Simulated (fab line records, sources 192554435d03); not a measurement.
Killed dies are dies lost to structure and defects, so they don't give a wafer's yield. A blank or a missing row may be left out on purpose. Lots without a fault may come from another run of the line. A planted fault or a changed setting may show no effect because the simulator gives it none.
Which tool did it? | flow n5_finfet | 24 lots, 72 wafers sampled, at 6 steps of a route of 1938

WHAT THE GAUGES READ, wafer by wafer
The record holds no reading of a measuring or inspecting step that can be judged against a usual standard deviation.

WHICH TOOL RAN EACH LOT (tool, then ch and the chambers of the sampled wafers, then the start)
lot  | N5_BEOL_M1_ANNEAL_49         | N5_BEOL_M1_SPUTTER_79        | N5_BEOL_M1_SPUTTER_81        | N5_BEOL_M1_CMP_52             | N5_BEOL_M1_PRE_CLEAN_60          | N5_BEOL_M2_STRIP_19
L074 | pvd_sputter-03, day 6 04:32  | pvd_sputter-03, day 6 04:41  | pvd_sputter-03, day 6 04:54  | cmp-01 ch 1,3, day 6 06:43    | cvd_co-02 ch 0,2, day 6 07:02    | rie_diel-02 ch 1,2,3, day 6 10:51
L075 | pvd_sputter-03, day 6 17:31  | pvd_sputter-03, day 6 17:40  | pvd_sputter-03, day 6 19:41  | cmp-01 ch 0,1,3, day 6 21:35  | cvd_co-01 ch 0,1, day 6 21:50    | rie_diel-01 ch 0,1,2, day 7 01:28
L076 | pvd_sputter-01, day 7 04:53  | pvd_sputter-01, day 7 05:01  | pvd_sputter-01, day 7 05:14  | cmp-04 ch 0,1, day 7 07:05    | cvd_co-01 ch 0,1,2, day 7 07:23  | rie_diel-01 ch 1,2,3, day 7 10:25
L077 | pvd_sputter-02, day 7 07:32  | pvd_sputter-02, day 7 07:41  | pvd_sputter-02, day 7 07:54  | cmp-04 ch 2,3, day 7 09:43    | cvd_co-02 ch 0,1, day 7 10:02    | rie_diel-04 ch 0,1, day 7 14:29
L078 | pvd_sputter-02, day 7 16:17  | pvd_sputter-02, day 7 16:25  | pvd_sputter-02, day 7 16:38  | cmp-03 ch 0,3, day 7 18:29    | cvd_co-02 ch 1,2, day 7 18:47    | rie_diel-02 ch 1,2,3, day 7 22:01
L079 | pvd_sputter-01, day 8 08:32  | pvd_sputter-01, day 8 08:41  | pvd_sputter-01, day 8 08:54  | cmp-01 ch 0,2, day 8 10:43    | cvd_co-01 ch 0,2, day 8 11:03    | rie_diel-04 ch 0,1,3, day 8 13:10
L080 | pvd_sputter-03, day 8 08:56  | pvd_sputter-03, day 8 09:04  | pvd_sputter-03, day 8 09:17  | cmp-01 ch 1,2,3, day 8 11:07  | cvd_co-02 ch 0,1,2, day 8 11:26  | rie_diel-04 ch 0,2,3, day 8 13:39
L081 | pvd_sputter-02, day 8 09:40  | pvd_sputter-02, day 8 09:48  | pvd_sputter-02, day 8 10:01  | cmp-01 ch 0,3, day 8 11:50    | cvd_co-02 ch 0,1,2, day 8 12:10  | rie_diel-04 ch 0,1, day 8 14:32
L082 | pvd_sputter-02, day 8 12:24  | pvd_sputter-02, day 8 12:32  | pvd_sputter-02, day 8 12:46  | cmp-01 ch 0,3, day 8 14:37    | cvd_co-02 ch 0,1,2, day 8 14:56  | rie_diel-02 ch 1,2,3, day 8 18:11
L083 | pvd_sputter-01, day 8 15:28  | pvd_sputter-01, day 8 15:36  | pvd_sputter-01, day 8 15:49  | cmp-04 ch 1,2,3, day 8 17:47  | cvd_co-02 ch 0,1,2, day 8 18:05  | rie_diel-01 ch 0,1,3, day 8 21:30
L084 | pvd_sputter-01, day 9 01:26  | pvd_sputter-01, day 9 01:34  | pvd_sputter-01, day 9 01:47  | cmp-04 ch 0,2,3, day 9 03:41  | cvd_co-01 ch 0,2, day 9 03:57    | rie_diel-02 ch 0,1,3, day 9 06:14
L085 | pvd_sputter-01, day 9 03:44  | pvd_sputter-01, day 9 03:52  | pvd_sputter-01, day 9 04:05  | cmp-03 ch 0,1,2, day 9 05:54  | cvd_co-02 ch 0,1,2, day 9 06:14  | rie_diel-04 ch 0,1,2, day 9 08:08
L086 | pvd_sputter-01, day 9 18:04  | pvd_sputter-01, day 9 18:13  | pvd_sputter-01, day 9 18:26  | cmp-04 ch 0,2,3, day 9 21:31  | cvd_co-02 ch 0,1,2, day 9 22:10  | rie_diel-01 ch 0,1,2, day 9 23:32
L087 | pvd_sputter-01, day 9 19:55  | pvd_sputter-01, day 9 20:03  | pvd_sputter-01, day 9 20:16  | cmp-04 ch 1,3, day 9 22:07    | cvd_co-02 ch 0,2, day 9 22:25    | rie_diel-04 ch 2,3, day 10 01:47
L088 | pvd_sputter-03, day 10 00:32 | pvd_sputter-03, day 10 00:41 | pvd_sputter-03, day 10 00:54 | cmp-03 ch 0,1,2, day 10 02:48 | cvd_co-02 ch 0,1,2, day 10 03:04 | rie_diel-02 ch 0,3, day 10 06:26
L089 | pvd_sputter-03, day 10 04:38 | pvd_sputter-03, day 10 04:47 | pvd_sputter-03, day 10 05:00 | cmp-03 ch 1,3, day 10 06:49   | cvd_co-01 ch 1,2, day 10 07:08   | rie_diel-01 ch 0,2,3, day 10 09:07
L090 | pvd_sputter-01, day 10 06:04 | pvd_sputter-01, day 10 06:12 | pvd_sputter-01, day 10 06:25 | cmp-01 ch 0,1,2, day 10 08:14 | cvd_co-01 ch 1,2, day 10 08:34   | rie_diel-04 ch 0,3, day 10 12:19
L093 | pvd_sputter-02, day 10 22:44 | pvd_sputter-02, day 10 22:52 | pvd_sputter-02, day 10 23:05 | cmp-04 ch 0,1,2, day 11 00:59 | cvd_co-01 ch 0,1, day 11 01:14   | rie_diel-04 ch 0,1,3, day 11 02:56
L091 | pvd_sputter-02, day 11 06:56 | pvd_sputter-02, day 11 07:04 | pvd_sputter-02, day 11 07:17 | cmp-03 ch 1,2,3, day 11 09:08 | cvd_co-01 ch 1,2, day 11 09:26   | rie_diel-04 ch 0,2,3, day 11 11:32
L094 | pvd_sputter-02, day 11 09:04 | pvd_sputter-02, day 11 09:13 | pvd_sputter-02, day 11 09:26 | cmp-04 ch 0,3, day 11 11:16   | cvd_co-01 ch 0,1,2, day 11 11:35 | rie_diel-04 ch 0,2,3, day 11 14:59
L095 | pvd_sputter-01, day 11 20:17 | pvd_sputter-01, day 11 20:26 | pvd_sputter-01, day 11 20:39 | cmp-04 ch 0,2, day 11 23:20   | cvd_co-01 ch 0,1,2, day 11 23:38 | rie_diel-02 ch 1,2,3, day 12 01:58
L092 | pvd_sputter-03, day 11 20:32 | pvd_sputter-03, day 11 20:41 | pvd_sputter-03, day 11 20:54 | cmp-04 ch 0,1, day 12 00:02   | cvd_co-02 ch 0,1,2, day 12 00:22 | rie_diel-04 ch 0,2, day 12 02:05
L096 | pvd_sputter-01, day 11 22:58 | pvd_sputter-01, day 11 23:06 | pvd_sputter-01, day 11 23:19 | cmp-03 ch 1,2,3, day 12 01:10 | cvd_co-02 ch 1,2, day 12 01:28   | rie_diel-04 ch 2,3, day 12 04:48
L097 | pvd_sputter-01, day 12 03:42 | pvd_sputter-01, day 12 03:50 | pvd_sputter-01, day 12 04:04 | cmp-01 ch 0,1,2, day 12 05:52 | cvd_co-02 ch 0,1, day 12 06:12   | rie_diel-04 ch 0,2,3, day 12 07:56
- N5_BEOL_M1_ANNEAL_49: time 240 s.
- N5_BEOL_M1_SPUTTER_79: material Cu, target thk 4.5 nm, time 8.29 s.
- N5_BEOL_M1_SPUTTER_81: material Cu, target thk 4.5 nm, time 8.29 s.
- N5_BEOL_M1_CMP_52: polishes, stops on SiOC, t overpolish 6.8 s, target thk 40 nm.
- N5_BEOL_M1_PRE_CLEAN_60: time 15 s.
- N5_BEOL_M2_STRIP_19: strips in O2.

WHAT THE TOOLS THEMSELVES READ (means of the sampled wafers that have a number; where no wafer has one, the mark that the record gives instead)
N5_BEOL_M1_ANNEAL_49. Usual: heater_power_w 820 W, standard deviation 72; susceptor_temp_C 400.01 C, standard deviation 0.22.
lot  | tool           | heater_power_w (W) | susceptor_temp_C (C) | flag
L074 | pvd_sputter-03 | 836                | 400.16               |
L075 | pvd_sputter-03 | 879                | 399.95               |
L076 | pvd_sputter-01 | 842                | 400.25               |
L077 | pvd_sputter-02 | 821                | 400.09               |
L078 | pvd_sputter-02 | 836                | 399.98               |
L079 | pvd_sputter-01 | 818                | 400.03               |
L080 | pvd_sputter-03 | 875                | 399.85               |
L081 | pvd_sputter-02 | 823                | 400.13               |
L082 | pvd_sputter-02 | 817                | 400.05               |
L083 | pvd_sputter-01 | 853                | 399.89               |
L084 | pvd_sputter-01 | 767                | 399.98               |
L085 | pvd_sputter-01 | 811                | 400.09               |
L086 | pvd_sputter-01 | 834                | 399.95               |
L087 | pvd_sputter-01 | 828                | 400.05               |
L088 | pvd_sputter-03 | 771                | 400.17               |
L089 | pvd_sputter-03 | 842                | 399.99               |
L090 | pvd_sputter-01 | 849                | 400.08               |
L093 | pvd_sputter-02 | 732                | 400.04               |
L091 | pvd_sputter-02 | 814                | 400.16               |
L094 | pvd_sputter-02 | 736                | 399.69               |
L095 | pvd_sputter-01 | 866                | 400.51               |
L092 | pvd_sputter-03 | 857                | 400.12               |
L096 | pvd_sputter-01 | 822                | 399.89               |
L097 | pvd_sputter-01 | 845                | 400.07               |

N5_BEOL_M1_SPUTTER_79. Usual: susceptor_temp_C -20.00 C, standard deviation 0.11; throttle_valve_pct 30.1 %, standard deviation 0.96.
lot  | tool           | susceptor_temp_C (C) | throttle_valve_pct (%) | flag
L074 | pvd_sputter-03 | -20.11               | 30.0                   |
L075 | pvd_sputter-03 | -19.99               | 29.7                   |
L076 | pvd_sputter-01 | -19.96               | 30.1                   |
L077 | pvd_sputter-02 | -19.90               | 31.3                   |
L078 | pvd_sputter-02 | -19.98               | 29.8                   |
L079 | pvd_sputter-01 | -20.01               | 29.6                   |
L080 | pvd_sputter-03 | -19.99               | 29.8                   |
L081 | pvd_sputter-02 | -19.96               | 31.2                   |
L082 | pvd_sputter-02 | -19.93               | 30.3                   |
L083 | pvd_sputter-01 | -20.06               | 30.4                   |
L084 | pvd_sputter-01 | -19.98               | 29.6                   |
L085 | pvd_sputter-01 | -19.93               | 30.2                   |
L086 | pvd_sputter-01 | -20.13               | 30.0                   |
L087 | pvd_sputter-01 | -19.97               | 30.6                   |
L088 | pvd_sputter-03 | -20.09               | 29.5                   |
L089 | pvd_sputter-03 | -19.91               | 29.3                   |
L090 | pvd_sputter-01 | -19.90               | 30.9                   |
L093 | pvd_sputter-02 | -20.08               | 29.8                   |
L091 | pvd_sputter-02 | -20.00               | 30.6                   |
L094 | pvd_sputter-02 | -20.00               | 30.7                   |
L095 | pvd_sputter-01 | -20.06               | 30.7                   |
L092 | pvd_sputter-03 | -19.99               | 28.6                   |
L096 | pvd_sputter-01 | -20.10               | 31.0                   |
L097 | pvd_sputter-01 | -20.00               | 29.9                   |

N5_BEOL_M1_SPUTTER_81. Usual: susceptor_temp_C -20.02 C, standard deviation 0.097; throttle_valve_pct 30.0 %, standard deviation 0.96.
lot  | tool           | susceptor_temp_C (C) | throttle_valve_pct (%) | flag
L074 | pvd_sputter-03 | -19.99               | 29.8                   |
L075 | pvd_sputter-03 | -20.07               | 29.9                   |
L076 | pvd_sputter-01 | -20.02               | 30.0                   |
L077 | pvd_sputter-02 | -19.89               | 31.5                   |
L078 | pvd_sputter-02 | -20.09               | 29.7                   |
L079 | pvd_sputter-01 | -20.20               | 29.6                   |
L080 | pvd_sputter-03 | -20.04               | 29.6                   |
L081 | pvd_sputter-02 | -20.02               | 31.0                   |
L082 | pvd_sputter-02 | -20.08               | 30.3                   |
L083 | pvd_sputter-01 | -19.99               | 30.4                   |
L084 | pvd_sputter-01 | -19.88               | 29.3                   |
L085 | pvd_sputter-01 | -19.88               | 30.2                   |
L086 | pvd_sputter-01 | -20.00               | 30.1                   |
L087 | pvd_sputter-01 | -20.01               | 30.5                   |
L088 | pvd_sputter-03 | -19.99               | 29.6                   |
L089 | pvd_sputter-03 | -20.01               | 29.2                   |
L090 | pvd_sputter-01 | -19.98               | 31.0                   |
L093 | pvd_sputter-02 | -20.02               | 30.0                   |
L091 | pvd_sputter-02 | -20.04               | 30.4                   |
L094 | pvd_sputter-02 | -20.11               | 30.8                   |
L095 | pvd_sputter-01 | -19.89               | 30.7                   |
L092 | pvd_sputter-03 | -20.08               | 28.6                   |
L096 | pvd_sputter-01 | -20.14               | 31.0                   |
L097 | pvd_sputter-01 | -20.02               | 30.0                   |

N5_BEOL_M1_CMP_52. Usual: barrier_field_endpoint_s 24.9 s, standard deviation 0.66; motor_current_A 6.1 A, standard deviation 0.62; overpolish_run_s 6.800 s, standard deviation 0.0092; time_to_endpoint_s 63 s, standard deviation 3.4.
lot  | tool   | barrier_field_endpoint_s (s) | motor_current_A (A) | overpolish_run_s (s) | time_to_endpoint_s (s) | flag
L074 | cmp-01 | 24.9                         | 6.8                 | 6.794                | 61                     |
L075 | cmp-01 | 24.3                         | 6.6                 | 6.802                | 58                     |
L076 | cmp-04 | 25.0                         | 6.6                 | 6.808                | 61                     |
L077 | cmp-04 | 25.0                         | 5.9                 | 6.803                | 64                     |
L078 | cmp-03 | 25.5                         | 6.1                 | 6.804                | 64                     |
L079 | cmp-01 | 24.8                         | 5.9                 | 6.802                | 61                     |
L080 | cmp-01 | 24.3                         | 6.2                 | 6.794                | 59                     |
L081 | cmp-01 | 23.7                         | 6.0                 | 6.802                | 59                     |
L082 | cmp-01 | 25.0                         | 6.1                 | 6.792                | 59                     |
L083 | cmp-04 | 24.4                         | 5.9                 | 6.795                | 60                     |
L084 | cmp-04 | 25.4                         | 5.6                 | 6.804                | 66                     |
L085 | cmp-03 | 25.2                         | 6.2                 | 6.792                | 62                     |
L086 | cmp-04 | 25.1                         | 5.7                 | 6.799                | 64                     |
L087 | cmp-04 | 25.1                         | 6.3                 | 6.806                | 64                     |
L088 | cmp-03 | 24.5                         | 6.2                 | 6.793                | 63                     |
L089 | cmp-03 | 24.9                         | 6.5                 | 6.798                | 62                     |
L090 | cmp-01 | 24.4                         | 6.1                 | 6.802                | 60                     |
L093 | cmp-04 | 25.2                         | 6.2                 | 6.789                | 64                     |
L091 | cmp-03 | 24.7                         | 6.3                 | 6.797                | 62                     |
L094 | cmp-04 | 25.7                         | 5.9                 | 6.796                | 64                     |
L095 | cmp-04 | 25.8                         | 5.9                 | 6.800                | 69                     |
L092 | cmp-04 | 24.9                         | 6.6                 | 6.803                | 63                     |
L096 | cmp-03 | 25.0                         | 6.2                 | 6.791                | 64                     |
L097 | cmp-01 | 24.8                         | 6.3                 | 6.794                | 64                     |

N5_BEOL_M1_PRE_CLEAN_60. Usual: heater_power_w 78 W, standard deviation 8.7.
lot  | tool      | heater_power_w (W) | flag
L074 | cvd_co-02 | 82                 |
L075 | cvd_co-01 | 75                 |
L076 | cvd_co-01 | 74                 |
L077 | cvd_co-02 | 78                 |
L078 | cvd_co-02 | 86                 |
L079 | cvd_co-01 | 77                 |
L080 | cvd_co-02 | 80                 |
L081 | cvd_co-02 | 80                 |
L082 | cvd_co-02 | 79                 |
L083 | cvd_co-02 | 80                 |
L084 | cvd_co-01 | 78                 |
L085 | cvd_co-02 | 79                 |
L086 | cvd_co-02 | 80                 |
L087 | cvd_co-02 | 83                 |
L088 | cvd_co-02 | 82                 |
L089 | cvd_co-01 | 67                 |
L090 | cvd_co-01 | 72                 |
L093 | cvd_co-01 | 77                 |
L091 | cvd_co-01 | 67                 |
L094 | cvd_co-01 | 74                 |
L095 | cvd_co-01 | 74                 |
L092 | cvd_co-02 | 79                 |
L096 | cvd_co-02 | 84                 |
L097 | cvd_co-02 | 78                 |

N5_BEOL_M2_STRIP_19. Usual: drypump_motor_current_A 5.6 A, standard deviation 0.49; o2_flow_sccm 225.1 sccm, standard deviation 0.65; oes_product_au 0.80 a.u., standard deviation 0.059; rf_vpp_V 3.7 V, standard deviation 0.46; showerhead_plenum_p_Torr 2.07 Torr, standard deviation 0.067; temp_c 40.02 C, standard deviation 0.11; throttle_valve_pct 16.59 %, standard deviation 0.14.
lot  | tool        | drypump_motor_current_A (A) | o2_flow_sccm (sccm) | oes_product_au (a.u.) | rf_vpp_V (V) | showerhead_plenum_p_Torr (Torr) | temp_c (C) | throttle_valve_pct (%) | flag
L074 | rie_diel-02 | 5.9                         | 224.9               | 0.83                  | 3.6          | 2.08                            | 39.95      | 16.53                  |
L075 | rie_diel-01 | 5.6                         | 225.2               | 0.77                  | 4.2          | 2.05                            | 39.96      | 16.75                  |
L076 | rie_diel-01 | 5.6                         | 224.9               | 0.75                  | 3.5          | 2.05                            | 40.05      | 16.78                  |
L077 | rie_diel-04 | 5.7                         | 225.0               | 0.80                  | 3.6          | 2.02                            | 39.96      | 16.59                  |
L078 | rie_diel-02 | 5.9                         | 225.0               | 0.81                  | 4.1          | 2.08                            | 40.06      | 16.57                  |
L079 | rie_diel-04 | 5.7                         | 224.4               | 0.82                  | 4.0          | 2.06                            | 40.06      | 16.58                  |
L080 | rie_diel-04 | 5.5                         | 225.5               | 0.87                  | 4.0          | 2.10                            | 40.21      | 16.46                  |
L081 | rie_diel-04 | 5.7                         | 225.7               | 0.79                  | 3.4          | 2.02                            | 40.09      | 16.60                  |
L082 | rie_diel-02 | 5.9                         | 225.0               | 0.80                  | 3.7          | 2.08                            | 39.99      | 16.59                  |
L083 | rie_diel-01 | 5.8                         | 225.2               | 0.85                  | 4.0          | 2.11                            | 39.86      | 16.62                  |
L084 | rie_diel-02 | 5.8                         | 225.4               | 0.74                  | 3.7          | 2.09                            | 40.07      | 16.61                  |
L085 | rie_diel-04 | 5.4                         | 226.1               | 0.83                  | 3.8          | 2.06                            | 40.05      | 16.52                  |
L086 | rie_diel-01 | 5.6                         | 225.2               | 0.83                  | 3.7          | 2.13                            | 40.04      | 16.65                  |
L087 | rie_diel-04 | 5.2                         | 226.0               | 0.84                  | 4.1          | 2.13                            | 39.88      | 16.55                  |
L088 | rie_diel-02 | 5.4                         | 224.9               | 0.71                  | 3.9          | 2.10                            | 40.09      | 16.62                  |
L089 | rie_diel-01 | 6.0                         | 224.8               | 0.78                  | 3.8          | 2.05                            | 40.08      | 16.67                  |
L090 | rie_diel-04 | 5.7                         | 224.7               | 0.83                  | 3.8          | 2.09                            | 39.97      | 16.57                  |
L093 | rie_diel-04 | 5.7                         | 225.0               | 0.79                  | 3.7          | 2.05                            | 40.10      | 16.60                  |
L091 | rie_diel-04 | 5.5                         | 225.2               | 0.83                  | 3.3          | 2.09                            | 40.07      | 16.52                  |
L094 | rie_diel-04 | 5.4                         | 224.2               | 0.83                  | 3.9          | 2.09                            | 40.15      | 16.52                  |
L095 | rie_diel-02 | 5.9                         | 225.8               | 0.77                  | 4.0          | 2.07                            | 40.01      | 16.63                  |
L092 | rie_diel-04 | 5.6                         | 225.4               | 0.83                  | 3.5          | 2.05                            | 39.98      | 16.49                  |
L096 | rie_diel-04 | 5.0                         | 224.7               | 0.83                  | 3.5          | 2.12                            | 40.03      | 16.51                  |
L097 | rie_diel-04 | 5.5                         | 225.2               | 0.82                  | 4.0          | 2.09                            | 40.06      | 16.53                  |

THE ANSWER, worked out from the rows above alone
Rule: a lot is off if the mean of its wafers that have a number lies more than 3 standard deviations from the usual mean. A lot without any number at a reading at which 4 lots or more have one is off too. The other lots that the step has rows for count as sound. The gauges are gone through in route order, then the tools' own readings, and for those a lot's mean is taken as printed above. The first step at which some lot is off is used, and at that step the reading that is off furthest; a lot without a number counts as furthest.
No lot is off at any reading shown: from this, nothing can be told.

WHAT THE SIMULATOR HAD PUT IN
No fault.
